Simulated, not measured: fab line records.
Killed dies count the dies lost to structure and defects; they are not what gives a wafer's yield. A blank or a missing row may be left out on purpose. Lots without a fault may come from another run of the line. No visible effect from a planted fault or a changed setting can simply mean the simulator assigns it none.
Which of the tools did it?    flow nand-harc    6 lots with 18 wafers sampled at 4 steps, on a route of 1302 steps

## WHAT THE GAUGES SHOWED, per wafer
NHARC_END_SORT_01.
lot   measured      on         killed-at-array
L556  day 24 18:25  prober-01  68 71 62
L567  day 30 00:13  prober-01  54 66 60
L575  day 32 02:10  prober-02  63 83 58
L578  day 34 15:51  prober-02  37 37 45

## WHAT TOOL EACH LOT RAN ON (gives the tool, then ch and the chambers of the sampled wafers, and finally the start)
lot   NHARC_A_M0_STRIP_18                 NHARC_A_M0_PVD_21                        NHARC_A_M0_CMP_23
L556  rie-diel-10 ch 0,2,3, day 23 04:14  pvd-sputter-02, day 23 05:55 or earlier  cmp-04 ch 0,2,3, day 23 05:55
L558  rie-diel-09 ch 0,3, day 23 18:14    pvd-sputter-01, day 23 20:00 or earlier  cmp-02 ch 0,1,3, day 23 20:00
L561  rie-diel-08 ch 0,2, day 25 04:18    pvd-sputter-03, day 25 05:58 or earlier  cmp-04 ch 0,2,3, day 25 05:58
L567  rie-diel-10 ch 1,2,3, day 28 05:19  pvd-sputter-02, day 28 06:59 or earlier  cmp-02 ch 0,1,2, day 28 06:59
L575  rie-diel-10 ch 0,1,2, day 30 12:55  pvd-sputter-01, day 30 14:38 or earlier  cmp-03 ch 0,1,3, day 30 14:38
L578  rie-diel-09 ch 2,3, day 33 01:18    pvd-sputter-02, day 33 03:01 or earlier  cmp-03 ch 2,3, day 33 03:01
- NHARC_A_M0_STRIP_18: strips in N2/H2.
- NHARC_A_M0_PVD_21: deposits Cu, target thk 30 nm, time 20.49 s.
- NHARC_A_M0_CMP_23: polishes, t overpolish 20 s, target thk 113.75 nm.

## THE ANSWER, worked out from the rows above alone
Rule: the lots themselves supply what counts as usual. Put in order of their means at a reading, lots are off if they are a third of the lots or fewer, leave a main group of 4 or more, and stand apart from it by a gap of 3 or more times the standard deviation of the main group's means; of several such gaps the widest counts. The tables above print the reading to a certain number of digits; a main group whose means all agree to those digits is not used. Also off: a lot with no number at a reading for which 4 or more lots have one. All remaining lots with rows at the step are treated as sound.
No lot is off at any reading shown: from this, nothing can be told.

## WHAT THE SIMULATOR HAD INSERTED
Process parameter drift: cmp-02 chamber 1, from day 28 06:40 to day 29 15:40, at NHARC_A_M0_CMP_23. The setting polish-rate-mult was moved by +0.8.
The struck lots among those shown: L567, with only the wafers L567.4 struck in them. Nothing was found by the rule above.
